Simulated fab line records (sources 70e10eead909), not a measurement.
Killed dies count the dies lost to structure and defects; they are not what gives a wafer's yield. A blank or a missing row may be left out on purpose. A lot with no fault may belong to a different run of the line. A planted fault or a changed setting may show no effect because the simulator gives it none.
fab line records | flow nandHarc
record: lots: 7 wafers: 18 lastDay: 33
route steps=1302 shown A_ONON_D2@565 A_CHANNEL_HOLE_D2@570 END@1302
lots with no fault: from the same line, run without faults
startH: hours from the record's opening day to when the first of the lot's shown wafers began | waitH: hours elapsed since this lot's preceding step | " same as the row above | L1.1+2: several wafers, shown together as one row | - value missing, or start not given | * or withheld: withheld | < > ~ a bound
route shown NAME@n: NAME is a module with steps in the file, n the number in the route of the first one | usual: mean/standard deviation of fault-free wafers | same: alike in all rows | chamber/n: place in a boat | sites: readings site by site | _std_site: standard deviation of those values | _edge_site: outer sites' mean less inner sites' | radiusMm: how far each site lies from the wafer's centre | mask NAME#n: copy n | behind: tool/chamber where the wafer was last shaped | hold: why the lot went on hold/how many hours it stayed there/how the hold came to an end | device: which transistor (n, p or np) failed to switch | end of line: tests of these same wafers at the route's end | a step without rows: its recipe alone | killed: at the first sort, the dies lost to defects and structure; wafer yield is something else | map: a wafer's dies, x killed, . not, _ none there
set.NAME: the setting that was run; set.NAME@STEP: the one run at that earlier step | model.NAME: the simulator's own value behind a step, which no gauge read
lots at selected steps of the route; one table per step, one row per wafer
services: a tool's chamber out of use, with start hour (startH, from the record's first day; less than 0 if before it), hours out, and reason
== steps ==
step: NHARC_A_ONON_D2_THK_MEAS_30
recipe: thkMeasGauge: ellipsometry
usual: thkNm: 998/10
columns lot.wafer tool chamber startH waitH thkNm
L430.1 filmMetro-01 - 341.86 - 992
L430.2 " - " " 992
L430.4 " - " " 991
L432.1 filmMetro-01 - 360.68 - 992
L432.3 " - " " 991
L432.6 " - " " 992
L433.1 filmMetro-01 - 367.69 - 999
L433.5 " - " " 1000
L434.2 filmMetro-02 - 367.69 - 995
L434.5 " - " " 996
L434.6 " - " " 994
L435.1 filmMetro-01 - 381.10 - 988
L435.5 " - " " 987
L437.1 filmMetro-02 - 399.65 - 993
L437.3 " - " " 995
L447.4 filmMetro-02 - 510.73 - 1006
L447.5 " - " " 1008
L447.6 " - " " 1009
step: NHARC_A_ONON_D2_DEP_33
recipe: targetThkA: 2000 tempC: 400 pressureTorr: 6.5 rfW: 900 teosFlowSccm: 161.4 flowSccm: 2650 targetThkNm: 200 gas: O2 material: SiO2
usual: flowSccm: 2650/8.9 heaterPowerOuterW: 321/67 heaterPowerW: 572/94 throttleValvePct: 16.0/0.47
columns lot.wafer tool chamber startH waitH flowSccm heaterPowerOuterW heaterPowerW throttleValvePct
L430.2 pecvd-04 0 341.92 0.1 2653 271 524 16.6
L430.1 " 2 " " 2659 389 593 16.6
L430.4 " 0 " " 2658 286 532 16.3
L432.3 pecvd-01 1 360.74 0.1 2647 345 685 15.3
L432.1 " 0 " " 2657 308 584 16.6
L432.6 " 0 " " 2644 321 580 16.5
L434.2 pecvd-02 2 367.79 0.1 2644 334 534 15.7
L434.6 " 1 " " 2650 227 462 15.7
L434.5 " 2 " " 2641 328 557 15.8
L433.1 pecvd-01 0 367.79 0.1 2641 260 507 16.6
L433.5 " 0 " " 2647 272 510 16.4
L435.1 pecvd-04 2 381.25 0.1 2657 331 520 16.9
L435.5 " 1 " " 2653 323 583 16.1
L437.1 pecvd-01 2 399.70 0.1 2652 352 645 15.7
L437.3 " 1 " " 2652 429 755 15.4
L447.5 pecvd-04 1 510.92 0.2 2654 245 459 16.3
L447.6 " 2 " " 2652 291 472 16.2
L447.4 " 0 " " 2668 323 553 16.3
step: NHARC_A_ONON_D2_THK_MEAS_34
recipe: thkMeasGauge: ellipsometry
usual: thkNm: 199/3.3
columns lot.wafer tool chamber startH waitH thkNm
L430.1 filmMetro-01 - 342.33 - 196
L430.2 " - " " 190
L430.4 " - " " 197
L432.1 filmMetro-02 - 361.15 - 198
L432.3 " - " " 199
L432.6 " - " " 199
L434.2 filmMetro-02 - 368.16 - 198
L434.5 " - " " 204
L434.6 " - " " 204
L433.1 filmMetro-01 - 368.16 - 196
L433.5 " - " " 201
L435.1 filmMetro-01 - 381.58 - 199
L435.5 " - " " 199
L437.1 filmMetro-01 - 400.12 - 196
L437.3 " - " " 197
L447.4 filmMetro-01 - 511.20 - 201
L447.5 " - " " 208
L447.6 " - " " 205
step: NHARC_A_ONON_D2_INSPECT_32
usual: rawDefectCount: 474/210
columns lot.wafer tool chamber startH waitH rawDefectCount
L430.1 defectInspect-02 - 342.41 0.0 528
L430.2 " - " " 1106
L430.4 " - " " 994
L432.1 defectInspect-01 - 361.24 0.0 754
L432.3 " - " " 558
L432.6 " - " " 751
L434.2 defectInspect-02 - 368.22 0.0 777
L434.5 " - " " 246
L434.6 " - " " 395
L433.1 defectInspect-01 - 368.22 0.0 650
L433.5 " - " " 546
L435.1 defectInspect-02 - 381.64 0.0 572
L435.5 " - " " 513
L437.1 defectInspect-01 - 400.18 0.0 345
L437.3 " - " " 271
L447.4 defectInspect-01 - 511.29 0.0 447
L447.5 " - " " 412
L447.6 " - " " 548
step: NHARC_A_CHANNEL_HOLE_D2_DEP_00
recipe: targetThkA: 31000 tempC: 400 material: aC
usual: throttleValvePct: 35.000/0.0091
columns lot.wafer tool chamber startH waitH throttleValvePct
L430.1 aclDep-03 0 343.23 0.8 34.997
L430.2 " 0 " " 34.991
L430.4 " 0 " " 34.995
L432.1 aclDep-01 0 361.74 0.5 34.998
L432.3 " 0 " " 35.009
L432.6 " 0 " " 34.999
L434.2 aclDep-03 0 368.88 0.7 35.011
L434.5 " 0 " " 34.999
L434.6 " 0 " " 34.980
L433.1 aclDep-03 0 370.47 2.2 34.996
L433.5 " 0 371.73 3.5 35.008
L435.1 aclDep-03 0 381.71 0.1 34.999
L435.5 " 0 382.96 1.3 34.991
L437.1 aclDep-01 0 402.29 2.1 35.015
L437.3 " 0 " " 35.011
L447.4 aclDep-01 0 514.35 3.1 34.997
L447.5 " 0 " " 35.003
L447.6 " 0 " " 35.001
step: NHARC_A_CHANNEL_HOLE_D2_DEP_01
recipe: targetThkA: 1400 targetThkNm: 140 tempC: 400 pressureTorr: 3.5 flowSccm: 200 rfW: 350 material: SiON
usual: heaterPowerOuterW: 445/90 heaterPowerW: 746/130
columns lot.wafer tool chamber startH waitH heaterPowerOuterW heaterPowerW
L430.2 pecvd-01 2 345.17 1.3 481 845
L430.1 " 1 " " 478 830
L430.4 " 1 " " 497 841
L432.3 pecvd-02 2 363.64 1.0 539 817
L432.1 " 1 " " 389 694
L432.6 " 1 " " 401 703
L434.2 pecvd-01 0 370.55 1.3 493 801
L434.6 " 1 " " 523 891
L434.5 " 0 " " 496 837
L433.1 pecvd-01 0 372.53 1.7 506 843
L433.5 " 0 " " 515 840
L435.1 pecvd-01 1 383.64 1.6 568 946
L435.5 " 1 " " 572 953
L437.3 pecvd-02 2 404.23 1.0 504 776
L437.1 " 0 " " 497 802
L447.4 pecvd-03 0 515.40 0.7 301 512
L447.6 " 1 " " 463 809
L447.5 " 2 " " 435 716
step: NHARC_A_CHANNEL_HOLE_D2_DEHYDRATE_02
recipe: tempC: 150 timeS: 120
step: NHARC_A_CHANNEL_HOLE_D2_HMDS_03
recipe: timeS: 30
step: NHARC_A_CHANNEL_HOLE_D2_COAT_36
recipe: tempC: 260 timeS: 75
step: NHARC_A_CHANNEL_HOLE_D2_COAT_37
recipe: tempC: 225 timeS: 65
step: NHARC_A_CHANNEL_HOLE_D2_COAT_04
recipe: spinRpm: 1500 resistThkNm: 90
step: NHARC_A_CHANNEL_HOLE_D2_SOFTBAKE_05
recipe: tempC: 105 timeS: 55
usual: heaterPowerTotalW: 188.46/0.15 resistLineTempC: 23.03/0.12
columns lot.wafer tool chamber startH waitH heaterPowerTotalW resistLineTempC
L430.1 lithoTrack-04 0 345 - 188.25 22.83
L430.2 " 0 " " 188.38 23.08
L430.4 " 0 " " 188.46 22.77
L432.1 lithoTrack-01 0 363 - 188.27 22.98
L432.3 " 0 " " 188.60 23.15
L432.6 " 0 " " 188.46 23.10
L434.2 lithoTrack-04 0 370 - 188.57 23.28
L434.5 " 0 " " 188.46 23.23
L434.6 " 0 " " 188.33 23.17
L433.1 lithoTrack-01 0 372 - 222.97 22.99
L433.5 " 0 " " 188.74 23.06
L435.1 lithoTrack-01 0 383 - 223.02 22.79
L435.5 " 0 " " 188.35 22.88
L437.1 lithoTrack-01 0 404 - 222.96 22.93
L437.3 " 0 " " 222.47 23.01
L447.4 lithoTrack-04 0 515 - 188.25 22.97
L447.5 " 0 " " 188.45 23.07
L447.6 " 0 " " 188.74 23.13
step: NHARC_A_CHANNEL_HOLE_D2_EBR_06
step: NHARC_END_SORT_01
recipe: tempC: 25
usual: killedAtArray: 54/17 killedAtOther: 0.7/1 killedAtPeriphery: 3.7/2.9 killedDies: 58/16 killedOpen: 3.2/1.9 killedShort: 2.2/1.5
same: grossDies: 677
columns lot.wafer tool chamber startH waitH killedAtArray killedAtOther killedAtPeriphery killedDies killedOpen killedShort
L430.1 prober-02 0 615.30 2.5 45 0 2 47 5 4
L430.2 prober-02 0 616.11 2.8 50 1 3 54 7 4
L430.4 prober-02 0 617.72 3.4 55 0 4 59 6 3
L433.1 prober-01 0 645.54 2.5 54 0 2 56 3 4
L433.5 prober-01 0 648.72 3.7 52 0 4 56 4 3
L434.2 prober-02 0 646.41 2.8 69 1 7 77 2 1
L434.5 prober-02 0 648.78 3.7 55 2 5 62 2 3
L434.6 prober-02 0 649.57 4.0 94 3 2 99 2 0
L432.1 prober-01 0 653.29 2.5 47 0 0 47 1 0
L432.3 prober-01 0 654.88 3.1 46 1 1 48 2 1
L432.6 prober-01 0 657.27 4.0 53 0 1 54 4 2
L435.1 prober-02 0 653.34 2.5 67 0 6 73 5 1
L435.5 prober-02 0 656.50 3.7 65 0 3 68 4 4
L437.1 prober-02 0 671.22 2.5 24 1 3 28 1 5
L437.3 prober-02 0 672.83 3.1 28 3 2 33 2 3
L447.4 prober-02 0 783.60 3.4 33 1 2 36 4 2
L447.5 prober-02 0 784.40 3.7 40 3 3 46 4 1
L447.6 prober-02 0 785.20 4.0 56 3 4 63 5 3
killed by level:class
L430.1 A_CHANNEL_HOLE_D2:chamberFilmFlake=30 A_CONTACT:chamberFilmFlake=6 A_CHANNEL_FILL_D1:geometricParticle:open=2 P_M0:geometricParticle:open=1 P_M2:geometricParticle:open=1 A_CHANNEL_FILL_D1:geometricParticle:short=1 A_DECK1_JOINT:geometricParticle:short=1 A_CHANNEL_FILL_D2:geometricParticle:short=1
L430.2 A_CHANNEL_HOLE_D2:chamberFilmFlake=33 A_CONTACT:chamberFilmFlake=4 P_ZERO_WELL:chamberFilmFlake=2 P_CONTACT:geometricParticle:short=1 A_ONON_D1:geometricParticle:open=1 A_CHANNEL_FILL_D1:geometricParticle:open=1 A_DECK1_JOINT:geometricParticle:short=1 A_ONON_D2:geometricParticle:open=1
L430.4 A_CHANNEL_HOLE_D2:chamberFilmFlake=33 A_CONTACT:chamberFilmFlake=9 P_GATE:chamberFilmFlake=2 A_CHANNEL_HOLE_D1:chamberFilmFlake=2 P_CONTACT:geometricParticle:open=1 P_M0:geometricParticle:open=1 A_ONON_D1:geometricParticle:open=1 A_ONON_D1:geometricParticle:short=1
L433.1 A_CHANNEL_HOLE_D1:chamberFilmFlake=29 A_CHANNEL_HOLE_D2:chamberFilmFlake=9 A_CONTACT:chamberFilmFlake=5 A_STAIRCASE:chamberFilmFlake=3 A_CHANNEL_FILL_D1:geometricParticle:short=2 A_CHANNEL_FILL_D2:geometricParticle:short=2 P_GATE:geometricParticle:open=1 A_CONTACT:geometricParticle:open=1
L434.2 A_CHANNEL_HOLE_D2:chamberFilmFlake=36 A_SLIT:chamberFilmFlake=12 A_CONTACT:chamberFilmFlake=11 P_GATE:chamberFilmFlake=5 A_CHANNEL_HOLE_D1:chamberFilmFlake=5 A_CHANNEL_FILL_D1:geometricParticle:short=1 A_CHANNEL_FILL_D2:geometricParticle:open=1 A_STAIRCASE:geometricParticle:open=1
L433.5 A_CHANNEL_HOLE_D1:chamberFilmFlake=29 A_CHANNEL_HOLE_D2:chamberFilmFlake=9 A_CONTACT:chamberFilmFlake=6 P_ZERO_WELL:chamberFilmFlake=2 A_WL_FILL:chamberFilmFlake=2 P_M0:geometricParticle:short=1 A_DECK1_JOINT:geometricParticle:short=1 A_DECK1_JOINT:geometricParticle:open=1
L434.5 A_CHANNEL_HOLE_D2:chamberFilmFlake=35 A_SLIT:chamberFilmFlake=13 P_GATE:geometricParticle:open=2 A_WL_FILL:geometricParticle:short=2 A_CHANNEL_FILL_D2:chamberFilmFlake=2 A_STAIRCASE:chamberFilmFlake=2 STARTING-WAFER:geometricParticle:short=1 P_ZERO_WELL:chamberFilmFlake=1
L434.6 A_CHANNEL_HOLE_D2:chamberFilmFlake=43 A_SLIT:chamberFilmFlake=38 A_CONTACT:chamberFilmFlake=4 A_CHANNEL_HOLE_D1:chamberFilmFlake=2 A_SGD_CUT:chamberFilmFlake=2 HYBRID_BOND:chamberFilmFlake=2 A_DECK1_JOINT:geometricParticle:open=1 A_CONTACT:geometricParticle:open=1
L432.1 A_CHANNEL_HOLE_D2:chamberFilmFlake=37 A_CHANNEL_HOLE_D1:chamberFilmFlake=5 A_CHANNEL_FILL_D2:chamberFilmFlake=2 A_CHANNEL_FILL_D2:geometricParticle:open=1 A_WL_FILL:chamberFilmFlake=1 A_CONTACT:chamberFilmFlake=1
L435.1 A_CHANNEL_HOLE_D1:chamberFilmFlake=35 A_CHANNEL_HOLE_D2:chamberFilmFlake=11 A_BLC:chamberFilmFlake=6 A_STAIRCASE:chamberFilmFlake=4 A_CHANNEL_FILL_D2:chamberFilmFlake=3 A_CONTACT:chamberFilmFlake=3 P_ZERO_WELL:chamberFilmFlake=2 P_GATE:geometricParticle:open=1
L432.3 A_CHANNEL_HOLE_D2:chamberFilmFlake=35 A_CHANNEL_HOLE_D1:chamberFilmFlake=3 A_CONTACT:chamberFilmFlake=2 A_CHANNEL_HOLE_D1:geometricParticle:short=1 A_SGD_CUT:geometricParticle:open=1 A_CONTACT:geometricParticle:open=1 P_GATE:chamberFilmFlake=1 A_CHANNEL_FILL_D1:chamberFilmFlake=1
L435.5 A_CHANNEL_HOLE_D1:chamberFilmFlake=33 A_CHANNEL_HOLE_D2:chamberFilmFlake=10 A_CONTACT:chamberFilmFlake=7 A_M0:geometricParticle:short=2 A_CHANNEL_FILL_D2:chamberFilmFlake=2 A_STAIRCASE:chamberFilmFlake=2 A_BLC:chamberFilmFlake=2 P_BONDPAD:geometricParticle:open=1
L432.6 A_CHANNEL_HOLE_D2:chamberFilmFlake=34 A_CHANNEL_HOLE_D1:chamberFilmFlake=7 A_CONTACT:chamberFilmFlake=2 A_WL_FILL:chamberFilmFlake=2 A_CHANNEL_HOLE_D1:geometricParticle:open=1 A_CHANNEL_FILL_D1:geometricParticle:short=1 A_CHANNEL_FILL_D1:geometricParticle:open=1 A_ONON_D2:geometricParticle:short=1
L437.1 A_CHANNEL_HOLE_D1:chamberFilmFlake=9 A_M1:chamberFilmFlake=3 A_DECK1_JOINT:geometricParticle:short=2 A_DECK1_JOINT:chamberFilmFlake=2 A_CHANNEL_FILL_D2:chamberFilmFlake=2 A_STAIRCASE:chamberFilmFlake=2 P_M2:geometricParticle:short=1 A_CHANNEL_FILL_D1:geometricParticle:short=1
L437.3 A_M1:chamberFilmFlake=5 A_SLIT:chamberFilmFlake=5 A_CHANNEL_HOLE_D1:chamberFilmFlake=3 A_STAIRCASE:chamberFilmFlake=3 A_WL_FILL:chamberFilmFlake=3 THIN_TSV:chamberFilmFlake=3 A_SOURCE_PLATE:geometricParticle:short=2 P_GATE:chamberFilmFlake=2
L447.4 A_SLIT:chamberFilmFlake=12 A_CHANNEL_HOLE_D1:chamberFilmFlake=9 A_CONTACT:chamberFilmFlake=3 A_ONON_D1:geometricParticle:open=2 P_STI:chamberFilmFlake=2 A_CHANNEL_FILL_D1:chamberFilmFlake=2 A_SOURCE_PLATE:geometricParticle:open=1 A_SOURCE_PLATE:geometricParticle:short=1
L447.5 A_CHANNEL_HOLE_D1:chamberFilmFlake=16 A_SLIT:chamberFilmFlake=15 THIN_TSV:chamberFilmFlake=3 P_STI:chamberFilmFlake=2 A_CONTACT:chamberFilmFlake=2 A_CHANNEL_FILL_D1:chamberFilmFlake=2 P_GATE:geometricParticle:open=1 A_ONON_D2:geometricParticle:open=1
L447.6 A_SLIT:chamberFilmFlake=34 A_CHANNEL_HOLE_D1:chamberFilmFlake=9 P_STI:chamberFilmFlake=3 A_CHANNEL_FILL_D1:chamberFilmFlake=2 A_CONTACT:chamberFilmFlake=2 THIN_TSV:chamberFilmFlake=2 P_CONTACT:geometricParticle:open=1 A_SOURCE_PLATE:geometricParticle:open=1
== services ==
columns tool chamber startH hours kind
pecvd-01 0 324.10 - clean
pecvd-01 1 324.10 - clean
pecvd-01 2 324.10 - clean
lithoTrack-01 - 330.00 7.0 pm
pecvd-04 - 335.05 0.7 repair
pecvd-03 - 366.00 13.0 pm
aclDep-01 - 371.60 13.0 pm
lithoTrack-04 - 378.00 7.0 pm
pecvd-03 - 383.98 0.8 repair
pecvd-02 0 392.88 8.4 repair
pecvd-02 - 408.14 13.0 pm
pecvd-02 0 408.14 13.0 ventCycle
pecvd-02 1 408.14 13.0 ventCycle
pecvd-02 2 408.14 13.0 ventCycle
pecvd-04 - 450.03 13.0 pm
pecvd-04 2 472.90 3.7 repair
aclDep-03 - 485.61 13.0 pm
pecvd-01 - 492.10 13.0 pm
pecvd-01 0 492.10 13.0 ventCycle
pecvd-01 1 492.10 13.0 ventCycle
pecvd-01 2 492.10 14.7 ventCycle
lithoTrack-01 - 505.00 7.0 pm
pecvd-01 0 505.10 - clean
pecvd-01 1 505.10 - clean
== key ==
firstSign: step: NHARC_A_CHANNEL_HOLE_D2_SOFTBAKE_05 reading: heaterPowerTotalW direction: up sigmas: 99+ usual: * struck: *
effect none on later readings
metAt NHARC_A_CHANNEL_HOLE_D2_SOFTBAKE_05
struckWafers L433.1,L435.1,L437.1,L437.3
testerLeftOut L433,L435,L437
onsetBetween 363 372
fault: kind: processParameterDrift tool: lithoTrack-01 chamber: - onsetH: 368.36 steps: NHARC_A_CHANNEL_HOLE_D2_SOFTBAKE_05 channel: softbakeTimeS offset: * shape: step endH: 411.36 scope: struckWafersOnly actsIn: * stated: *
testerLeftOut: of these lots the tester's yield and bins aren't shown, on N5 and GAA mostly nor the transistor test; their killed dies are dies lost to structure and defects alone, not to doping, threshold or leakage, so they don't give the yield
